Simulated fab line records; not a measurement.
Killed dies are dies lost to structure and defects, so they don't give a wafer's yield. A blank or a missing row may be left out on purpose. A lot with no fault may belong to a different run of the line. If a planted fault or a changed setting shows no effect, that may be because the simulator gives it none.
Matching of chambers | flow n5_finfet | N5_BEOL_M7_PECVD_70 on pecvd-01: 3 sister chambers
The step deposits SiO2 from TEOS/O2, target thk 20 nm, time 22.7 s. 6 wafers are shown with their chamber, then 7 later ones without.

== EACH WAFER AND ITS CHAMBER ==
wafer  | chamber | throttle_valve_pct (%) | showerhead_plenum_p_Torr (Torr)
L078.6 | 0       | 22.6                   | 8.72
L080.4 | 0       | 22.7                   | 8.75
L087.2 | 1       | 24.4                   | 8.83
L087.4 | 2       | 21.9                   | 8.64
L090.1 | 2       | 21.9                   | 8.62
L090.2 | 1       | 24.7                   | 8.78

== WAFERS WITHOUT THEIR CHAMBER ==
wafer  | throttle_valve_pct (%) | showerhead_plenum_p_Torr (Torr)
L090.6 | 22.3                   | 8.62
L091.2 | 22.0                   | 8.64
L091.3 | 22.6                   | 8.74
L091.4 | 22.0                   | 8.63
L095.1 | 24.6                   | 8.80
L095.2 | 22.6                   | 8.72
L095.4 | 21.8                   | 8.62

== WHICH CHAMBER EACH WENT THROUGH ==
wafer  | from the rows above | in truth
L090.6 | 2                   | 2
L091.2 | 2                   | 2
L091.3 | 0                   | 0
L091.4 | 2                   | 2
L095.1 | 1                   | 1
L095.2 | 0                   | 0
L095.4 | 2                   | 2
Correct placement for 7 of the 7. Not placeable from these rows: 0. Number placed wrongly: 0.
How it was worked out, from the rows above alone: a wafer's distance from a chamber is the root of the sum, over the readings, of the square of ((its reading less the chamber's mean) divided by the reading's scatter). If the next closest chamber is less than 2 further off than the closest, the wafer can't be placed; otherwise it belongs to the closest. The mean given for a chamber averages the wafers shown for that chamber. The scatter: take each reading less its chamber's mean, square it, sum over the shown wafers, divide by the number of wafers less the number of chambers, and take the root.
